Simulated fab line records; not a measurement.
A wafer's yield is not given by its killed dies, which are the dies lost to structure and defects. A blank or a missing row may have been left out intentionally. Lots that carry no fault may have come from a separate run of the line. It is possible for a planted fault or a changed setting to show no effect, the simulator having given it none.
fab line records	flow nandHarc
record: lots: 24	wafers: 72	lastDay: 24
route steps=1159 shown P_GATE@202 P_CONTACT@219 P_M0@284
lots that met no fault: taken from a fault-free run of the same line
startH: the number of hours between the record's first day and the start of the first shown wafer of the lot	waitH: how many hours have passed since the lot's step before this one	" repeats the value in the row above	L1.1+2: one row covering several wafers at once	- either no value or no given start	* or withheld: withheld	< > ~ a bound
route shown NAME@n: NAME is a module with steps in the file, n the number in the route of the first one	usual: mean and standard deviation over wafers with no fault	same: alike in all rows	chamber/n: place in a boat	sites: readings site by site	_std_site: the values' standard deviation	_edge_site: outer sites' mean less inner sites'	radiusMm: how far each site lies from the wafer's centre	mask NAME#n: copy n	behind: tool/chamber where the wafer was last shaped	hold: why the lot was held/for how many hours/how that ended	device: whichever transistor did not switch (one of n, p or np)	end of line: at the end of the route, the tests of the same wafers	a step with no rows: only its recipe	killed: not the wafer's yield, but the dies lost to structure and defects at the first sort	map: shows each die of a wafer: x if killed, . if not, _ if none is there
set.NAME: the run value of the setting; set.NAME@STEP: its run value at that earlier step	model.NAME: the simulator's own value behind a step, which no gauge read
the route's steps for a sample of lots (tables are steps, rows are wafers)
services: when a tool's chamber went out of use (startH, in hours from the record's first day, below 0 if earlier), for how many hours, and the reason
== steps ==
step: NHARC_P_GATE_DESCUM_93
recipe: timeS: 3	o2FlowSccm: 200	arFlowSccm: 0	biasPowerW: 0	chemistry: O2
usual: drypumpMotorCurrentA: 5.6/0.48	oesProductAu: 1.001/0.012	rfVppV: 57.8/0.86	showerheadPlenumPTorr: 1.91/0.097	throttleValvePct: 11.310/0.0086
lot.wafer	tool	chamber	startH	waitH	drypumpMotorCurrentA	oesProductAu	rfHoursCounterH	rfVppV	showerheadPlenumPTorr	throttleValvePct
L074.2	rieDiel-03	1	109.62	-	4.7	1.001	18	59.3	2.02	11.310
L074.1	"	2	"	"	5.2	1.013	20	59.0	2.07	11.305
L074.6	"	1	"	"	4.7	1.003	-	58.3	2.02	11.317
L075.3	rieDiel-01	3	116.27	-	6.2	1.012	28	56.6	1.90	11.325
L075.1	"	0	"	"	5.7	1.004	23	57.4	1.78	11.307
L075.5	"	2	"	"	5.6	0.989	-	58.5	1.88	11.293
L077.2	rieDiel-09	1	119.24	-	5.0	1.016	10	57.7	1.81	11.305
L077.4	"	3	"	"	5.6	1.023	12	58.6	2.03	11.308
L077.5	"	0	"	"	6.3	0.982	-	57.0	1.98	11.310
L076.3	rieDiel-03	0	122.66	-	5.8	0.987	28	57.8	1.97	11.321
L076.2	"	1	"	"	4.8	1.012	23	57.1	2.02	11.306
L076.5	"	3	"	"	5.3	1.006	-	58.1	1.81	11.308
L078.2	rieDiel-01	2	132.26	-	5.6	0.999	30	57.4	1.88	11.307
L078.5	"	3	"	"	6.2	1.009	-	57.8	1.90	11.302
L078.6	"	0	"	"	5.7	1.015	-	56.6	1.78	11.306
L079.4	rieDiel-03	1	132.43	-	4.7	1.005	25	58.7	2.02	11.300
L079.3	"	2	"	"	5.2	1.010	27	59.5	2.07	11.321
L079.5	"	2	"	"	5.2	1.010	-	58.3	2.07	11.316
L081.2	rieDiel-09	1	149.21	-	5.0	0.999	19	56.6	1.81	11.302
L081.4	"	2	"	"	5.6	0.981	19	58.1	1.99	11.316
L081.6	"	0	"	"	6.4	0.980	-	57.5	1.98	11.306
L080.1	rieDiel-01	3	149.72	-	6.2	1.003	0	57.9	1.90	11.305
L080.4	"	0	"	"	5.7	1.003	-	56.1	1.77	11.299
L080.5	"	1	"	"	6.0	0.989	-	58.0	1.83	11.298
L083.3	rieDiel-03	2	157.08	-	5.2	1.026	42	58.2	2.06	11.321
L083.6	"	1	"	"	4.7	1.004	-	57.7	2.02	11.314
L083.5	"	2	"	"	5.2	1.023	-	59.3	2.06	11.321
L082.1	rieDiel-01	1	158.49	-	6.1	0.991	2	57.2	1.82	11.313
L082.4	"	3	"	"	6.2	1.002	-	58.2	1.90	11.317
L082.6	"	0	"	"	5.7	1.003	-	57.2	1.77	11.300
L084.2	rieDiel-09	2	161.58	-	5.6	0.995	25	59.8	1.99	11.335
L084.4	"	0	"	"	6.4	0.984	26	57.2	1.98	11.310
L084.5	"	2	"	"	5.6	0.983	-	58.1	1.99	11.314
L085.3	rieDiel-09	0	169.80	-	6.4	0.989	29	58.0	1.97	11.302
L085.4	"	3	"	"	5.6	1.018	30	57.7	2.03	11.300
L085.6	"	1	"	"	5.0	1.021	-	57.5	1.80	11.311
L086.2	rieDiel-09	0	185.17	-	6.3	0.996	34	58.5	1.97	11.303
L086.4	"	2	"	"	5.6	0.983	32	60.0	1.98	11.305
L086.5	"	1	"	"	5.0	1.006	-	56.7	1.80	11.317
L087.2	rieDiel-03	1	186.68	-	4.7	1.009	48	58.0	2.01	11.304
L087.1	"	2	"	"	5.2	1.028	53	58.5	2.06	11.317
L087.3	"	0	"	"	5.7	0.995	52	57.7	1.96	11.319
L088.2	rieDiel-03	0	197.98	-	5.8	0.993	55	57.0	1.96	11.310
L088.4	"	2	"	"	5.2	1.016	55	59.1	2.06	11.304
L088.5	"	1	"	"	4.7	1.004	-	59.9	2.01	11.318
L089.4	rieDiel-03	1	198.49	-	4.7	1.010	50	58.5	2.01	11.303
L089.3	"	2	"	"	5.2	1.015	55	58.2	2.06	11.309
L089.6	"	1	"	"	4.7	1.013	-	57.0	2.01	11.310
L091.2	rieDiel-09	1	207.17	-	5.0	1.009	38	57.5	1.80	11.307
L091.1	"	2	"	"	5.6	0.979	38	58.4	1.98	11.308
L091.5	"	1	"	"	5.0	1.010	-	56.4	1.80	11.306
L090.2	rieDiel-01	2	207.80	-	5.6	0.989	6	58.3	1.88	11.293
L090.4	"	0	"	"	5.7	1.002	14	58.0	1.77	11.313
L090.6	"	2	"	"	5.6	0.987	-	57.7	1.88	11.314
L092.3	rieDiel-01	1	214.15	-	6.1	0.997	16	56.6	1.82	11.302
L092.1	"	2	"	"	5.7	0.979	7	57.6	1.88	11.310
L092.4	"	3	"	"	6.2	1.002	15	58.0	1.90	11.296
L093.2	rieDiel-01	0	222.28	-	5.7	1.002	16	57.9	1.77	11.314
L093.4	"	1	"	"	6.0	1.008	17	57.7	1.82	11.324
L093.5	"	3	"	"	6.2	1.002	-	57.4	1.89	11.313
L095.2	rieDiel-03	3	231.18	-	5.3	0.992	1	57.1	1.80	11.326
L095.5	"	3	"	"	5.3	0.986	-	57.9	1.80	11.307
L095.6	"	0	"	"	5.8	0.998	-	57.8	1.96	11.333
L096.1	rieDiel-01	0	231.97	-	5.7	0.996	18	59.2	1.77	11.310
L096.3	"	1	"	"	6.1	1.012	18	56.4	1.82	11.308
L096.5	"	0	"	"	5.7	0.997	-	56.9	1.77	11.322
L094.3	rieDiel-01	0	234.63	-	5.7	0.989	18	57.9	1.77	11.325
L094.4	"	3	"	"	6.2	0.994	18	58.8	1.89	11.307
L094.5	"	1	"	"	6.0	1.001	-	57.0	1.82	11.321
L097.2	rieDiel-01	0	243.81	-	5.7	0.997	20	58.8	1.77	11.308
L097.1	"	2	"	"	5.6	0.991	12	57.8	1.88	11.313
L097.5	"	0	"	"	5.7	0.996	-	55.9	1.77	11.313
step: NHARC_P_CONTACT_CMP_01
recipe: targetThkNm: 200	material: SiO2
usual: motorCurrentA: 12.3/1.5	slurryFilterDpKPa: 13.51/0.14
lot.wafer	tool	chamber	startH	waitH	motorCurrentA	slurryFilterDpKPa
L074.1	cmp-03	3	113.50	-	13.3	13.64
L074.2	"	1	"	"	13.0	13.62
L074.6	"	2	"	"	14.6	13.36
L075.3	cmp-03	0	120.30	-	9.8	13.67
L075.1	"	1	"	"	13.4	13.50
L075.5	"	3	"	"	12.7	13.49
L077.2	cmp-01	3	123.20	-	12.1	13.76
L077.4	"	0	"	"	12.1	13.70
L077.5	"	1	"	"	15.0	13.56
L076.3	cmp-01	3	126.36	-	12.1	13.59
L076.2	"	0	"	"	11.3	13.36
L076.5	"	2	"	"	10.0	13.22
L078.2	cmp-03	2	135.91	-	13.9	13.46
L078.5	"	2	"	"	14.4	13.57
L078.6	"	3	"	"	12.8	13.62
L079.4	cmp-04	1	136.27	-	12.3	13.55
L079.3	"	0	"	"	12.7	13.37
L079.5	"	2	"	"	11.3	13.67
L081.4	cmp-04	2	153.20	-	11.3	13.52
L081.2	"	3	"	"	12.6	13.40
L081.6	"	3	"	"	12.0	13.58
L080.1	cmp-01	0	153.84	-	11.9	13.46
L080.4	"	1	"	"	14.6	13.71
L080.5	"	0	"	"	12.0	13.41
L083.3	cmp-04	3	160.78	-	12.5	13.28
L083.6	"	3	"	"	12.2	13.62
L083.5	"	0	"	"	12.7	13.41
L082.1	cmp-03	1	162.20	-	13.0	13.52
L082.4	"	0	"	"	10.1	13.72
L082.6	"	1	"	"	13.4	13.62
L084.2	cmp-04	2	165.50	-	11.4	13.50
L084.4	"	3	"	"	12.2	13.52
L084.5	"	1	"	"	12.7	13.41
L085.3	cmp-03	0	173.54	-	9.5	13.53
L085.4	"	1	"	"	13.1	13.71
L085.6	"	2	"	"	14.5	13.52
L086.2	cmp-03	0	188.98	-	10.1	13.44
L086.4	"	3	"	"	12.9	13.67
L086.5	"	0	"	"	10.2	13.45
L087.2	cmp-01	2	190.52	-	9.5	13.84
L087.3	"	3	"	"	12.7	13.30
L087.1	"	0	"	"	11.7	13.64
L088.4	cmp-03	2	203.25	-	14.4	13.48
L088.2	"	3	"	"	12.9	13.52
L088.5	"	0	"	"	9.8	13.54
L089.3	cmp-01	3	203.25	-	12.4	13.48
L089.4	"	1	"	"	14.4	13.56
L089.6	"	3	"	"	11.8	13.46
L091.2	cmp-03	0	210.90	-	9.8	13.39
L091.1	"	1	"	"	13.3	13.68
L091.5	"	3	"	"	13.0	13.36
L090.2	cmp-01	2	211.66	-	9.7	13.52
L090.4	"	3	"	"	11.9	13.23
L090.6	"	0	"	"	12.7	13.46
L092.4	cmp-01	2	217.88	-	9.9	13.79
L092.3	"	3	"	"	12.5	13.58
L092.1	"	1	"	"	15.0	13.63
L093.2	cmp-01	0	226.37	-	12.2	13.61
L093.4	"	2	"	"	9.4	13.47
L093.5	"	1	"	"	15.2	13.60
L095.2	cmp-04	2	235.43	-	11.7	13.29
L095.6	"	0	"	"	12.2	13.36
L095.5	"	1	"	"	12.2	13.58
L096.3	cmp-03	3	236.15	-	13.6	13.63
L096.1	"	1	"	"	13.5	13.45
L096.5	"	0	"	"	9.4	13.45
L094.3	cmp-04	2	238.33	-	11.8	13.31
L094.4	"	0	"	"	12.6	13.39
L094.5	"	1	"	"	12.2	13.34
L097.1	cmp-01	2	247.52	-	10.3	13.16
L097.2	"	3	"	"	11.7	13.44
L097.5	"	2	"	"	9.6	13.39
step: NHARC_P_CONTACT_CD_MEAS_12
recipe: targetCdNm: 90	landingEnergyEv: 500
usual: cdNm: 89.9/0.74
lot.wafer	tool	chamber	startH	waitH	cdNm
L074.1	cdSem-02	0	114.30	-	90.0
L074.2	"	0	"	"	89.3
L074.6	"	0	"	"	90.5
L075.1	cdSem-02	0	120.96	-	89.9
L075.3	"	0	"	"	88.7
L075.5	"	0	"	"	89.2
L077.2	cdSem-02	0	123.99	-	89.3
L077.4	"	0	"	"	89.3
L077.5	"	0	"	"	89.1
L076.2	cdSem-02	0	127.16	-	90.6
L076.3	"	0	"	"	90.1
L076.5	"	0	"	"	90.5
L078.2	cdSem-02	0	136.74	-	90.8
L078.5	"	0	"	"	89.9
L078.6	"	0	"	"	89.9
L079.3	cdSem-02	0	137.12	-	89.4
L079.4	"	0	"	"	89.7
L079.5	"	0	"	"	88.7
L081.2	cdSem-02	0	153.90	-	89.7
L081.4	"	0	"	"	89.4
L081.6	"	0	"	"	89.3
L080.1	cdSem-03	0	154.54	-	88.9
L080.4	"	0	"	"	89.5
L080.5	"	0	"	"	90.0
L083.3	cdSem-03	0	161.62	-	89.9
L083.5	"	0	"	"	90.8
L083.6	"	0	"	"	90.7
L082.1	cdSem-01	0	162.91	-	90.7
L082.4	"	0	"	"	90.9
L082.6	"	0	"	"	90.8
L084.2	cdSem-02	0	166.19	-	92.2
L084.4	"	0	"	"	90.0
L084.5	"	0	"	"	90.4
L085.3	cdSem-03	0	174.33	-	89.7
L085.4	"	0	"	"	89.8
L085.6	"	0	"	"	89.3
L086.2	cdSem-01	0	189.82	-	88.3
L086.4	"	0	"	"	88.1
L086.5	"	0	"	"	88.9
L087.1	cdSem-01	0	191.32	-	91.0
L087.2	"	0	"	"	89.7
L087.3	"	0	"	"	89.8
L088.2	cdSem-03	0	204.03	-	89.7
L088.4	"	0	"	"	90.8
L088.5	"	0	"	"	90.5
L089.3	cdSem-02	0	204.20	-	90.0
L089.4	"	0	"	"	89.4
L089.6	"	0	"	"	89.8
L091.1	cdSem-03	0	211.71	-	89.5
L091.2	"	0	"	"	90.0
L091.5	"	0	"	"	89.7
L090.2	cdSem-02	0	212.45	-	90.3
L090.4	"	0	"	"	90.9
L090.6	"	0	"	"	90.2
L092.1	cdSem-01	0	218.58	-	90.0
L092.3	"	0	"	"	89.9
L092.4	"	0	"	"	89.0
L093.2	cdSem-03	0	227.20	-	89.0
L093.4	"	0	"	"	89.8
L093.5	"	0	"	"	89.7
L095.2	cdSem-01	0	236.21	-	88.4
L095.5	"	0	"	"	89.6
L095.6	"	0	"	"	89.5
L096.1	cdSem-03	0	236.86	-	89.2
L096.3	"	0	"	"	89.2
L096.5	"	0	"	"	89.4
L094.3	cdSem-02	0	239.14	-	90.1
L094.4	"	0	"	"	89.2
L094.5	"	0	"	"	89.6
L097.1	cdSem-01	0	248.22	-	91.2
L097.2	"	0	"	"	91.2
L097.5	"	0	"	"	90.7
step: NHARC_P_CONTACT_ALD_22
recipe: targetThkA: 30	pulseTimeS: 1	aldCycles: 150	tempC: 450	material: TiN
usual: heaterPowerW: 1066/98	precursorPulseHeightRel: 1.000/0.02
lot.wafer	tool	chamber	startH	waitH	heaterPowerW	precursorPulseHeightRel	sinceWetCleanH
L074.1	aldMetal-01	1	116.39	-	1085	1.016	4
L074.2	"	2	"	"	1106	0.998	4
L074.6	"	0	"	"	1153	0.989	-
L075.3	aldMetal-01	1	122.99	-	1055	1.005	11
L075.1	"	3	"	"	1020	1.024	11
L075.5	"	1	"	"	1032	1.027	-
L077.4	aldMetal-01	0	125.99	-	1187	0.986	14
L077.2	"	3	"	"	1022	1.007	14
L077.5	"	0	"	"	1196	0.976	-
L076.2	aldMetal-02	3	129.19	-	1157	1.035	111
L076.3	"	1	"	"	1090	0.997	111
L076.5	"	0	"	"	921	0.985	-
L078.2	aldMetal-02	2	138.89	-	894	1.012	121
L078.6	"	2	"	"	909	0.989	-
L078.5	"	3	"	"	1201	1.003	-
L079.4	aldMetal-01	1	139.25	-	1063	1.009	27
L079.3	"	2	"	"	1113	0.984	27
L079.5	"	0	"	"	1151	1.013	-
L081.4	aldMetal-03	2	155.98	-	1090	0.966	2
L081.2	"	0	"	"	1164	1.006	2
L081.6	"	2	"	"	1121	1.013	-
L080.4	aldMetal-01	3	156.55	-	1008	0.986	45
L080.1	"	1	"	"	1034	0.983	45
L080.5	"	0	"	"	1179	1.005	-
L083.3	aldMetal-02	2	163.69	-	890	1.016	146
L083.5	"	3	"	"	1165	0.965	-
L083.6	"	0	"	"	933	0.997	-
L082.4	aldMetal-03	2	164.95	-	1143	1.009	11
L082.1	"	0	"	"	1185	0.985	11
L082.6	"	1	"	"	937	1.011	-
L084.2	aldMetal-03	0	168.38	-	1166	0.991	14
L084.4	"	1	"	"	925	1.013	14
L084.5	"	3	"	"	1036	1.002	-
L085.3	aldMetal-01	0	176.36	-	1167	1.019	64
L085.4	"	1	"	"	1054	1.014	64
L085.6	"	0	"	"	1203	1.002	-
L086.4	aldMetal-01	3	192.03	-	1042	1.016	80
L086.2	"	2	"	"	1100	1.011	80
L086.5	"	3	"	"	1011	0.962	-
L087.1	aldMetal-03	0	193.77	-	1189	1.036	40
L087.3	"	1	"	"	950	1.046	40
L087.2	"	3	"	"	1045	0.962	40
L088.2	aldMetal-01	2	206.09	-	1148	0.995	94
L088.4	"	3	"	"	1038	0.990	94
L088.5	"	0	"	"	1175	0.987	-
L089.3	aldMetal-03	1	206.22	-	934	1.000	52
L089.4	"	3	"	"	1051	0.999	52
L089.6	"	1	"	"	918	1.020	-
L091.2	aldMetal-01	3	213.72	-	1059	0.996	102
L091.1	"	0	"	"	1175	0.989	102
L091.5	"	3	"	"	1025	1.028	-
L090.2	aldMetal-02	1	214.47	-	1099	1.017	19
L090.4	"	2	"	"	838	0.997	19
L090.6	"	1	"	"	1067	1.000	-
L092.4	aldMetal-03	1	220.63	-	913	1.020	67
L092.3	"	2	"	"	1115	1.014	67
L092.1	"	3	"	"	1036	0.998	67
L093.2	aldMetal-02	0	229.46	-	891	0.996	33
L093.4	"	1	"	"	1107	0.987	34
L093.5	"	0	"	"	910	0.955	-
L095.2	aldMetal-01	1	238.22	-	1045	1.000	126
L095.6	"	1	"	"	1069	1.012	-
L095.5	"	2	"	"	1111	1.002	-
L096.1	aldMetal-02	3	238.88	-	1117	1.007	43
L096.3	"	2	"	"	861	0.993	43
L096.5	"	0	"	"	895	1.018	-
L094.4	aldMetal-03	3	241.14	-	1077	1.001	87
L094.3	"	0	"	"	1182	1.024	87
L094.5	"	0	"	"	1178	1.024	-
L097.1	aldMetal-01	3	250.23	-	1014	1.004	138
L097.2	"	0	"	"	1190	0.997	138
L097.5	"	0	"	"	1176	0.991	-
step: NHARC_P_CONTACT_INSPECT_27
usual: rawDefectCount: 288/130
lot.wafer	tool	chamber	startH	waitH	rawDefectCount
L074.1	defectInspect-02	-	129.04	0.1	226
L074.2	"	-	"	"	315
L074.6	"	-	"	"	339
L075.1	defectInspect-01	-	133.10	0.1	177
L075.3	"	-	"	"	189
L075.5	"	-	"	"	283
L077.2	defectInspect-01	-	138.08	0.1	357
L077.4	"	-	"	"	197
L077.5	"	-	"	"	384
L076.2	defectInspect-02	-	138.60	0.1	140
L076.3	"	-	"	"	160
L076.5	"	-	"	"	159
L078.2	defectInspect-02	-	147.15	0.1	290
L078.5	"	-	"	"	460
L078.6	"	-	"	"	505
L079.3	defectInspect-02	-	147.69	0.1	190
L079.4	"	-	"	"	208
L079.5	"	-	"	"	142
L081.2	defectInspect-02	-	157.21	0.1	167
L081.4	"	-	"	"	152
L081.6	"	-	"	"	145
L080.1	defectInspect-01	-	157.82	0.1	204
L080.4	"	-	"	"	422
L080.5	"	-	"	"	284
L083.3	defectInspect-01	-	166.19	0.1	172
L083.5	"	-	"	"	136
L083.6	"	-	"	"	156
L082.1	defectInspect-02	-	166.73	0.1	165
L082.4	"	-	"	"	256
L082.6	"	-	"	"	191
L084.2	defectInspect-02	-	169.58	0.1	206
L084.4	"	-	"	"	195
L084.5	"	-	"	"	355
L085.3	defectInspect-02	-	178.15	0.1	254
L085.4	"	-	"	"	276
L085.6	"	-	"	"	242
L086.2	defectInspect-01	-	193.66	0.1	621
L086.4	"	-	"	"	272
L086.5	"	-	"	"	438
L087.1	defectInspect-01	-	195.33	0.1	352
L087.2	"	-	"	"	308
L087.3	"	-	"	"	196
L088.2	defectInspect-02	-	213.19	0.1	366
L088.4	"	-	"	"	331
L088.5	"	-	"	"	340
L089.3	defectInspect-01	-	213.71	0.1	198
L089.4	"	-	"	"	212
L089.6	"	-	"	"	178
L091.1	defectInspect-02	-	217.28	0.1	289
L091.2	"	-	"	"	400
L091.5	"	-	"	"	543
L090.2	defectInspect-01	-	217.84	0.1	225
L090.4	"	-	"	"	348
L090.6	"	-	"	"	540
L092.1	defectInspect-01	-	221.92	0.1	211
L092.3	"	-	"	"	319
L092.4	"	-	"	"	208
L093.2	defectInspect-01	-	231.03	0.1	201
L093.4	"	-	"	"	293
L093.5	"	-	"	"	284
L095.2	defectInspect-01	-	239.48	0.1	278
L095.5	"	-	"	"	345
L095.6	"	-	"	"	247
L096.1	defectInspect-01	-	240.12	0.1	718
L096.3	"	-	"	"	929
L096.5	"	-	"	"	480
L094.3	defectInspect-02	-	242.39	0.1	219
L094.4	"	-	"	"	198
L094.5	"	-	"	"	225
L097.1	defectInspect-01	-	251.51	0.1	177
L097.2	"	-	"	"	176
L097.5	"	-	"	"	261
step: NHARC_P_M0_DEP_32
recipe: targetThkA: 300	tempC: 370	targetThkNm: 30	pressureTorr: 3	flowSccm: 200	rfW: 450	material: SiCN
usual: heaterPowerW: 572/64
lot.wafer	tool	chamber	startH	waitH	heaterPowerW	sinceWetCleanH
L074.2	pecvd-02	2	132.72	0.1	668	147
L074.1	"	0	"	"	433	147
L074.6	"	1	"	"	651	-
L075.1	pecvd-02	0	136.85	0.1	464	151
L075.3	"	1	"	"	699	151
L075.5	"	1	"	"	695	-
L077.2	pecvd-03	2	141.87	0.1	485	18
L077.4	"	1	"	"	516	-
L077.5	"	2	"	"	482	-
L076.2	pecvd-03	0	142.36	0.1	523	18
L076.3	"	1	"	"	554	18
L076.5	"	1	"	"	570	-
L078.2	pecvd-02	0	150.89	0.1	479	165
L078.6	"	0	"	"	478	-
L078.5	"	1	"	"	642	-
L079.3	pecvd-01	2	151.43	0.1	573	82
L079.5	"	0	"	"	638	-
L079.4	"	1	"	"	684	-
L081.2	pecvd-01	0	160.96	0.1	570	92
L081.4	"	0	"	"	545	-
L081.6	"	1	"	"	656	-
L080.1	pecvd-03	2	161.62	0.1	534	37
L080.5	"	0	"	"	550	-
L080.4	"	1	"	"	549	-
L083.3	pecvd-02	2	170.11	0.1	699	4
L083.6	"	2	"	"	703	-
L083.5	"	1	"	"	615	-
L082.1	pecvd-01	1	170.77	0.1	664	102
L082.6	"	0	"	"	601	-
L082.4	"	1	"	"	657	-
L084.2	pecvd-03	0	173.31	0.1	504	49
L084.4	"	0	"	"	505	-
L084.5	"	1	"	"	496	-
L085.3	pecvd-01	1	181.96	0.1	691	113
L085.6	"	2	"	"	510	-
L085.4	"	0	"	"	549	-
L086.2	pecvd-03	2	197.51	0.1	509	73
L086.5	"	1	"	"	596	-
L086.4	"	2	"	"	515	-
L087.2	pecvd-03	0	203.06	0.1	549	79
L087.1	"	1	"	"	575	79
L087.3	"	2	"	"	554	79
L088.2	pecvd-03	0	217.00	0.1	515	93
L088.5	"	1	"	"	600	-
L088.4	"	0	"	"	507	-
L089.3	pecvd-03	2	217.37	0.1	532	93
L089.4	"	1	"	"	608	-
L089.6	"	2	"	"	543	-
L091.2	pecvd-01	0	221.73	0.1	560	153
L091.1	"	2	"	"	508	153
L091.5	"	0	"	"	573	-
L090.2	pecvd-01	1	222.06	0.1	667	153
L090.6	"	2	"	"	606	-
L090.4	"	0	"	"	547	-
L092.3	pecvd-01	2	225.83	0.1	518	157
L092.1	"	1	"	"	682	157
L092.4	"	0	"	"	548	-
L093.2	pecvd-02	0	235.15	0.1	502	69
L093.4	"	0	"	"	499	-
L093.5	"	1	"	"	602	-
L095.2	pecvd-03	2	243.55	0.1	547	119
L095.5	"	0	"	"	500	-
L095.6	"	1	"	"	499	-
L096.3	pecvd-02	1	243.99	0.1	656	77
L096.1	"	2	"	"	573	77
L096.5	"	2	"	"	592	-
L094.3	pecvd-02	0	246.11	0.1	464	80
L094.4	"	2	"	"	691	-
L094.5	"	0	"	"	471	-
L097.1	pecvd-01	0	255.12	0.1	525	5
L097.2	"	2	"	"	595	5
L097.5	"	1	"	"	689	-
== services ==
tool	chamber	startH	hours	kind
cmp-01	-	87.87	0.6	repair
aldMetal-01	2	97.56	4.6	repair
aldMetal-01	-	102.00	10.0	pm
cmp-04	-	105.00	4.0	pm
pecvd-03	-	111.20	13.0	pm
cmp-04	-	130.34	2.7	repair
rieDiel-01	-	137.84	9.0	pm
aldMetal-03	-	144.00	10.0	pm
pecvd-02	-	153.61	13.0	pm
cmp-03	-	155.95	1.9	repair
aldMetal-02	2	157.85	4.1	repair
rieDiel-03	-	167.17	1.2	repair
cmp-01	-	168.65	2.2	repair
cmp-01	-	179.50	4.0	pm
pecvd-02	-	180.19	3.1	repair
cmp-01	-	192.90	1.7	repair
rieDiel-03	2	209.91	12.3	repair
rieDiel-03	-	215.33	9.0	pm
cmp-03	-	233.19	0.6	repair
pecvd-01	-	237.00	13.0	pm
rieDiel-03	-	241.52	0.1	repair
cmp-03	-	247.49	1.0	repair
aldMetal-01	2	248.69	7.2	repair
rieDiel-01	3	251.91	4.5	repair
== key ==
fault none
